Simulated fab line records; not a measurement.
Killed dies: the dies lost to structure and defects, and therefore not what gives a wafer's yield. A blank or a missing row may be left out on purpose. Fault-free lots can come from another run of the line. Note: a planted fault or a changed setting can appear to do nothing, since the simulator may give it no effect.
Split-lot trial | flow n5-finfet | 7 lots, 39 wafers read, on a route of 1938 steps

THE SPLIT ITSELF
At N5_BEOL_M1_VIA_ETCH_34 (etches the open film in C4F6/O2, target depth 67.8 nm, time 64.4 s), the setting target-depth-a was moved away from the recipe's 678 angstrom on 18 of the 39 wafers read, by -41.5% to +45.8%. All remaining wafers had this setting at the recipe value.

The reading comes from the split's own step.

THE READING
SOC_of_BEOL_M1_COAT_67.thk-nm (the simulator's own value, which no gauge read), in nm, at N5_BEOL_M1_VIA_ETCH_34 (etches the open film in C4F6/O2, target depth 67.8 nm, time 64.4 s). The file does not state a usual value for it. Across the 21 wafers here that went through the recipe, the average is 51.8 nm and the standard deviation 0.2 nm.

wafer  | tool, chamber at the split | target-depth-a as run, angstrom | against the recipe | SOC_of_BEOL_M1_COAT_67.thk-nm, nm | against lot-mates on the recipe
L079.2 | rie-diel-03, 1             | 678                             | recipe             | 52                                | -
L079.3 | rie-diel-03, 0             | 678                             | recipe             | 52                                | -
L079.5 | rie-diel-03, 0             | 678                             | recipe             | 51.6                              | -
L083.1 | rie-diel-04, 0             | 965.7                           | +42.4%             | 48                                | -3.6
L083.2 | rie-diel-04, 2             | 965.7                           | +42.4%             | 48.2                              | -3.4
L083.3 | rie-diel-04, 1             | 678                             | recipe             | 51.6                              | -
L083.4 | rie-diel-04, 3             | 678                             | recipe             | 51.8                              | -
L083.5 | rie-diel-04, 0             | 678                             | recipe             | 51.4                              | -
L083.6 | rie-diel-04, 1             | 965.7                           | +42.4%             | 48.4                              | -3.2
L084.1 | rie-diel-04, 2             | 533.7                           | -21.3%             | 53.4                              | +1.7
L084.2 | rie-diel-04, 3             | 678                             | recipe             | 52                                | -
L084.3 | rie-diel-04, 0             | 678                             | recipe             | 51.4                              | -
L084.4 | rie-diel-04, 0             | 533.7                           | -21.3%             | 53.2                              | +1.5
L084.5 | rie-diel-04, 3             | 678                             | recipe             | 51.8                              | -
L084.6 | rie-diel-04, 2             | 533.7                           | -21.3%             | 53.4                              | +1.7
L085.1 | rie-diel-04, 2             | 981.1                           | +44.7%             | 48.4                              | -3.5
L085.2 | rie-diel-04, 0             | 981.1                           | +44.7%             | 47.8                              | -4.1
L085.3 | rie-diel-04, 3             | 678                             | recipe             | 51.8                              | -
L085.4 | rie-diel-04, 3             | 678                             | recipe             | 52.2                              | -
L085.5 | rie-diel-04, 2             | 678                             | recipe             | 51.8                              | -
L085.6 | rie-diel-04, 0             | 981.1                           | +44.7%             | 47.8                              | -4.1
L087.1 | rie-diel-03, 2             | 678                             | recipe             | 52                                | -
L087.2 | rie-diel-03, 1             | 988.5                           | +45.8%             | 48.4                              | -3.5
L087.3 | rie-diel-03, 0             | 988.5                           | +45.8%             | 48                                | -3.9
L087.4 | rie-diel-03, 3             | 988.5                           | +45.8%             | 48.2                              | -3.7
L087.5 | rie-diel-03, 1             | 678                             | recipe             | 52                                | -
L087.6 | rie-diel-03, 0             | 678                             | recipe             | 51.8                              | -
L088.1 | rie-diel-04, 2             | 396.8                           | -41.5%             | 55.2                              | +3.5
L088.2 | rie-diel-04, 1             | 678                             | recipe             | 51.6                              | -
L088.3 | rie-diel-04, 0             | 396.8                           | -41.5%             | 55                                | +3.3
L088.4 | rie-diel-04, 3             | 396.8                           | -41.5%             | 55.2                              | +3.5
L088.5 | rie-diel-04, 0             | 678                             | recipe             | 51.6                              | -
L088.6 | rie-diel-04, 1             | 678                             | recipe             | 51.8                              | -
L092.1 | rie-diel-04, 2             | 678                             | recipe             | 51.8                              | -
L092.2 | rie-diel-04, 0             | 832.7                           | +22.8%             | 49.6                              | -2.3
L092.3 | rie-diel-04, 3             | 678                             | recipe             | 52                                | -
L092.4 | rie-diel-04, 1             | 678                             | recipe             | 51.8                              | -
L092.5 | rie-diel-04, 2             | 832.7                           | +22.8%             | 50.2                              | -1.7
L092.6 | rie-diel-04, 1             | 832.7                           | +22.8%             | 50                                | -1.9

THE FIT
A straight line over all 39 wafers: SOC_of_BEOL_M1_COAT_67.thk-nm changes by -0.0812 nm for each +1% of target-depth-a; r = -0.99; the points scatter about the line by 0.22 nm.
The same after taking each lot's own level away (the mean of its wafers on the recipe; 39 wafers): -0.0828 nm for each +1%; r = -1.00; scatter 0.2 nm.
That fit puts the effect of the largest move of target-depth-a on the reading at 3.8 nm.
Across the lots, their own levels run from 51.60 to 51.93 nm, a range of 1.6 times the standard deviation given above.
The two slopes are in agreement: the lot-to-lot level therefore moves the slope only a little.
Check: with one of the wafers moved furthest among these (+45.8%) left out of the fit, the line predicts -3.84 nm for it against its lot-mates. Against them it came out at -3.53 nm.

ADDITIONAL SPLITS CARRIED BY THESE WAFERS
These wafers also went through other splits before the reading. Each is held against what the fit with the lots' levels taken away leaves over:
other split on the same wafers    | wafers away from the commonest value | r with SOC_of_BEOL_M1_COAT_67.thk-nm (lot level and that fit taken away)
N5_BEOL_M0_SAQP_ALD_48 ald-cycles | 12                                   | -0.13

THE WHOLE CHAIN: every reading that the file lists as answering this split, in the file's order
step                   | what it does                                                       | reading                                                                        | change (the file's fit)               | r (the file's)
N5_BEOL_M1_VIA_ETCH_34 | etches the open film in C4F6/O2, target depth 67.8 nm, time 64.4 s | etch.depth-nm (the simulator's own value, which no gauge read)                 | +0.691 nm for each +1% of the setting | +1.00
N5_BEOL_M1_VIA_ETCH_34 | etches the open film in C4F6/O2, target depth 67.8 nm, time 64.4 s | SOC_of_BEOL_M1_COAT_67.thk-nm (the simulator's own value, which no gauge read) | -0.083 nm for each +1% of the setting | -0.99

THE FILE'S OWN FIT
SOC_of_BEOL_M1_COAT_67.thk-nm changes by -0.083 nm for each +1% of target-depth-a, r = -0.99.
